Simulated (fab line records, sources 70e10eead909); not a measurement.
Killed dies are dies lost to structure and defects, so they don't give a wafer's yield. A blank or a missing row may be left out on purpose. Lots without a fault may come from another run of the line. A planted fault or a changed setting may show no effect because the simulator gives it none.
A struck lot beside a sound one | flow nand_harc | 21 steps out of a route of 1159
Sound: wafers L773.2, L773.3, L773.5. Struck: wafers L774.2, L774.5, L774.6. The cause comes at the end.
At each step with rows: each side's tool, then ch and its chambers, then its first start. Under that, the readings that differ: sound wafers | struck wafers | difference of the means | sigmas: that difference in standard deviations of wafers without a fault.
alike: readings whose means differ by less than 2 such deviations, and words and numbers that are the same on both sides. not compared: withheld readings, readings that some wafer has no value for, bounds like >300 that may hide the same value, and numbers for which the record gives no deviation and whose values overlap.
The two part at a step that has a row with sigmas, a row that says differs or no value, or rows on one side only. Numbers that don't overlap but have no deviation are shown without sigmas and don't part them. A reading that every wafer of one side lacks parts them only if that side has two wafers or more.

first, 10 steps without rows for these wafers: NHARC_A_M0_PRE_CLEAN_31 (time 12 s); NHARC_A_M0_DEP_32 (deposits SiCN, target thk 30 nm); NHARC_A_M1_DEP_00 (deposits SiOC, target thk 182.5 nm); NHARC_A_M1_DEHYDRATE_01 (time 120 s); NHARC_A_M1_HMDS_02 (time 30 s); NHARC_A_M1_COAT_34 (time 65 s); NHARC_A_M1_COAT_03 (resist thk 90 nm); NHARC_A_M1_SOFTBAKE_04 (time 55 s); NHARC_A_M1_EBR_05; NHARC_A_M1_EXPOSE_06 (exposes mask A M1, target cd 120 nm).
NHARC_A_M1_PEB_07: peb time 65 s.
  sound on litho_track-04 ch 0, day 23 10:42; struck on litho_track-06 ch 0, day 23 05:06
  reading                  | sound              | struck            | difference | sigmas
  heater_power_total_W (W) | 156.5 156.6 156.1  | 140.7 141.8 140.6 | -15.4      | -36
  plate_temp_C (C)         | 99.89 100.03 99.87 | 92.72 92.71 92.56 | -7.27      | -52
  resist_line_temp_C (C)   | 23.08 23.08 23.10  | 22.85 22.76 22.91 | -0.25      | -3
then, 1 step without rows for these wafers: NHARC_A_M1_DEVELOP_08 (develop time 35 s).
NHARC_A_M1_CD_MEAS_09: target cd 120 nm.
  sound on cd_sem-03 ch 0, day 23 10:47; struck on cd_sem-01 ch 0, day 23 05:11
  reading    | sound             | struck         | difference | sigmas
  cd_nm (nm) | 119.5 119.7 119.2 | 88.7 88.7 89.2 | -30.6      | -62
NHARC_A_M1_DESCUM_14: chemistry O2, time 3 s.
  sound on rie_diel-03 ch 0,1, day 23 10:58; struck on rie_diel-01 ch 0,2,3, day 23 05:23
  reading               | sound             | struck            | difference | sigmas
  model.A_M1.cd_nm (nm) | 119.7 119.4 119.4 | 88.81 88.46 88.39 | -30.95     |
  alike: chamber_pressure_mTorr, drypump_motor_current_A, oes_product_au, rf_vpp_V, showerhead_plenum_p_Torr, throttle_valve_pct
  not compared: rf_hours_counter_h
then, 2 steps without rows for these wafers: NHARC_A_M1_ETCH_35 (etches the open film in N2/H2, target depth 40 nm, overetch 12 nm, time 43.94 s); NHARC_A_M1_ETCH_15 (etches the open film in C4F8/Ar, target depth 182.5 nm, time 91.2 s).
NHARC_A_M1_CD_MEAS_16:
  sound on cd_sem-01, day 23 11:16; struck on cd_sem-02, day 23 05:41
  reading    | sound             | struck         | difference | sigmas
  cd_nm (nm) | 119.5 119.2 119.2 | 88.9 88.4 88.1 | -30.8      | -50
then, 1 step without rows for these wafers: NHARC_A_M1_STRIP_18 (strips in N2/H2).
NHARC_A_M1_ETCH_28: etches the open film in CF4/N2, target depth 30 nm, time 72.99 s.
  sound on rie_diel-01 ch 1,2,3; struck on rie_diel-03 ch 0,3
  reading               | sound             | struck            | difference | sigmas
  model.A_M1.cd_nm (nm) | 119.7 119.3 119.3 | 89.45 88.88 88.58 | -30.46     |
  alike: chamber_pressure_mTorr, drypump_motor_current_A, oes_product_au, rf_vpp_V, showerhead_plenum_p_Torr, throttle_valve_pct
  not compared: rf_hours_counter_h
then, 1 step without rows for these wafers: NHARC_A_M1_STRIP_19 (strips in post etch residue remover, time 600 s).
NHARC_END_SORT_01:
  the record has rows for the struck wafers here (prober-02 ch 0, day 24 23:35) and none for the sound ones

WHERE THEY PART
First at NHARC_A_M1_PEB_07; last, within this record, at NHARC_END_SORT_01.

WHY: what the simulator had put in
Process parameter drift: litho_track-06, from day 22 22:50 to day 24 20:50, at NHARC_A_M1_PEB_07. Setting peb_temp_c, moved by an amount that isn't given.
